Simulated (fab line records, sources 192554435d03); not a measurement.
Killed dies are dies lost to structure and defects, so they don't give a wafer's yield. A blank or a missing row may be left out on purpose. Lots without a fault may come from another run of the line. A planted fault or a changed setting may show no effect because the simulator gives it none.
Chamber matching | flow n5_finfet | N5_BEOL_M10_STRIP_19 on rie_diel-02: 4 sister chambers
The step strips in O2. 18 wafers are shown with their chamber, then 9 later ones without.

WAFERS WITH THEIR CHAMBER
wafer  | chamber | drypump_motor_current_A (A) | showerhead_plenum_p_Torr (Torr) | oes_product_au (a.u.)
L075.4 | 3       | 5.1                         | 2.16                            | 0.71
L075.5 | 2       | 5.5                         | 2.08                            | 0.72
L075.6 | 1       | 4.6                         | 2.11                            | 0.80
L078.1 | 2       | 5.5                         | 2.08                            | 0.70
L078.3 | 1       | 4.7                         | 2.10                            | 0.79
L078.4 | 0       | 5.7                         | 2.15                            | 0.67
L085.1 | 3       | 5.1                         | 2.15                            | 0.69
L085.2 | 0       | 5.7                         | 2.15                            | 0.93
L085.3 | 1       | 4.7                         | 2.10                            | 0.77
L089.3 | 1       | 4.7                         | 2.10                            | 0.77
L089.4 | 3       | 5.1                         | 2.15                            | 0.69
L089.5 | 0       | 5.7                         | 2.15                            | 0.91
L087.2 | 1       | 4.7                         | 2.10                            | 0.79
L087.4 | 2       | 5.5                         | 2.07                            | 0.70
L087.5 | 1       | 4.7                         | 2.10                            | 0.78
L088.2 | 2       | 5.5                         | 2.07                            | 0.69
L088.3 | 0       | 5.6                         | 2.15                            | 0.93
L088.5 | 1       | 4.7                         | 2.10                            | 0.78

SIGNATURES (means of the wafers above)
reading                  | chamber 0 | chamber 1 | chamber 2 | chamber 3 | scatter within a chamber
drypump_motor_current_A  | 5.675     | 4.686     | 5.500     | 5.100     | 0.0339
showerhead_plenum_p_Torr | 2.1500    | 2.1014    | 2.0750    | 2.1533    | 0.00425
oes_product_au           | 0.8600    | 0.7829    | 0.7025    | 0.6967    | 0.0597
Rule: a wafer's distance from a chamber is the root of the sum, over the readings, of the square of ((its reading less the chamber's mean) divided by the reading's scatter). The wafer belongs to the nearest chamber; if the next one is less than 2 further off, it can't be placed. The scatter: the root of (the sum of the squares of (reading less its chamber's mean) over the shown wafers, divided by (wafers less chambers)).

WAFERS WITHOUT THEIR CHAMBER
wafer  | drypump_motor_current_A (A) | showerhead_plenum_p_Torr (Torr) | oes_product_au (a.u.)
L090.2 | 5.7                         | 2.15                            | 0.93
L090.3 | 5.5                         | 2.07                            | 0.69
L090.4 | 5.1                         | 2.15                            | 0.70
L095.2 | 5.5                         | 2.07                            | 0.69
L095.3 | 4.7                         | 2.09                            | 0.76
L095.6 | 5.5                         | 2.07                            | 0.68
L097.1 | 5.7                         | 2.14                            | 0.88
L097.3 | 5.1                         | 2.14                            | 0.68
L097.6 | 5.5                         | 2.07                            | 0.67

WHICH CHAMBER EACH WENT THROUGH
wafer  | from the rows above | in truth
L090.2 | 0                   | 0
L090.3 | 2                   | 2
L090.4 | 3                   | 3
L095.2 | 2                   | 2
L095.3 | 1                   | 1
L095.6 | 2                   | 2
L097.1 | 0                   | 0
L097.3 | 3                   | 3
L097.6 | 2                   | 2
Placed correctly: 9 of 9. Can't be placed from these rows: 0. Placed wrongly: 0.
